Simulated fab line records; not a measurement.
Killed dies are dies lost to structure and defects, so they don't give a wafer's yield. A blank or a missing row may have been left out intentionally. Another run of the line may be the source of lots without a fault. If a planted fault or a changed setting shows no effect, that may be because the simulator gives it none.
Comparing a struck lot with a sound one    flow n5-finfet    15 steps out of a route of 1938
Sound: the wafers L476.1, L476.4, L476.6. Struck: wafer L487.5. (L487.1, L487.6 of the same lot were not struck and are left out.) The cause comes at the end.
For every step that has rows: the tool of each side, followed by ch and its chambers, followed by its first start. Under that, the readings that differ: sound wafers    struck wafers    difference of the means    sigmas: that difference in standard deviations of wafers without a fault.
alike: readings whose means differ by less than 2 such deviations, and words and numbers that are the same on both sides. not compared: withheld readings, readings that some wafer has no value for, bounds like >300 that may hide the same value, and numbers for which the record gives no deviation and whose values overlap.
The two part at a step that has a row with sigmas, a row that says differs or no value, or rows on one side only. Non-overlapping numbers with no deviation appear without sigmas and do not part them. A reading missing from all wafers of one side parts the sides only when that side holds two or more wafers.

N5_HKMG_FIN_ALD_71: deposits TiN, target thk 1 nm, pulse time 1 s, purge time 3 s.
  sound on ald-metal-03 ch 0,1,3, day 4 17:23; struck on ald-metal-03 ch 3, day 7 05:53
  alike: heater-power-w, precursor-pulse-height-rel
then, 5 steps without rows for these wafers: N5_HKMG_FIN_COAT_66 (time 60 s, resist thk 300 nm); N5_HKMG_FIN_ETCH_67 (etches SOC in N2/H2, stops on TiN, target depth 388.9 nm); N5_HKMG_FIN_STRIP_90 (strips SOC in N2/H2, time 20 s); N5_HKMG_FIN_WET_ETCH_73 (etches the open film in SC1, time 42.3 s, target depth 1.3 nm, rinse time 30 s); N5_HKMG_FIN_ETCHBACK_68 (etches the open film in Cl2/Ar, stops on HfO2, target depth 0.5 nm).
N5_HKMG_FIN_STRIP_69: strips in N2/H2, time 360 s.
  sound on plasma-asher-02 ch 0,1, day 4 18:25; struck on plasma-asher-01 ch 0, day 7 06:41
reading             sound        struck  difference  sigmas
heater-power-w (W)  495 515 484  415     -83         -2
  alike: drypump-motor-current-A, temp-c
  not compared: rf-hours-counter-h
then, 1 step without rows for these wafers: N5_HKMG_FIN_ALD_21 (deposits TiN, target thk 1.5 nm, pulse time 1 s, purge time 3 s).
N5_HKMG_FIN_ALD_72: deposits W, target thk 2 nm, pulse time 1 s, purge time 2 s.
  sound on cvd-w-01 ch 0,1, day 4 19:09; struck on cvd-w-02 ch 1, day 7 07:26
reading             sound        struck  difference  sigmas
heater-power-w (W)  478 477 468  570     +96         +2
  alike: precursor-pulse-height-rel
N5_HKMG_FIN_W_FILL_22: material W, target thk 60 nm, time 18.2 s.
  sound on cvd-w-01 ch 0,1, day 4 19:13; struck on cvd-w-02 ch 1, day 7 07:29
reading                 sound           struck  difference  sigmas
heater-power-w (W)      813 860 834     1029    +193        +2
throttle-valve-pct (%)  19.1 18.5 18.7  20.1    +1.3        +2
then, 2 steps without rows for these wafers: N5_HKMG_FIN_PRECLEAN_83 (cleans in DIW, time 57.5 s); N5_HKMG_FIN_SRD_84 (dry time 32 s).
N5_HKMG_FIN_CMP_23: polishes, stops on SiNx, t overpolish 10 s, target thk 46.326 nm.
  sound on cmp-01 ch 0,2, day 4 19:19; struck on cmp-01 ch 0, day 7 07:41
reading           sound              struck  difference  sigmas
platen-rpm (rpm)  50.29 50.31 50.23  48.28   -2.00       -64
  alike: edge-zone-pressure-frac, head-pressure-psi, motor-current-A, overpolish-run-s, time-to-endpoint-s
N5_HKMG_FIN_CMP_94: polishes, stops on SiNx, t overpolish 4.7 s, target thk 43.299 nm.
  sound on cmp-01 ch 0,2, day 4 19:48; struck on cmp-01 ch 0, day 7 08:07
reading           sound              struck  difference  sigmas
platen-rpm (rpm)  50.32 50.28 50.33  50.23   -0.08       -2
  alike: edge-zone-pressure-frac, head-pressure-psi, motor-current-A
following that, these wafers have no rows for 1 step: N5_PASSIVATION_PROBE_49.

== WHERE THEY PART ==
First at N5_HKMG_FIN_STRIP_69; last, within this record, at N5_HKMG_FIN_CMP_94.

WHY: what the simulator had put in
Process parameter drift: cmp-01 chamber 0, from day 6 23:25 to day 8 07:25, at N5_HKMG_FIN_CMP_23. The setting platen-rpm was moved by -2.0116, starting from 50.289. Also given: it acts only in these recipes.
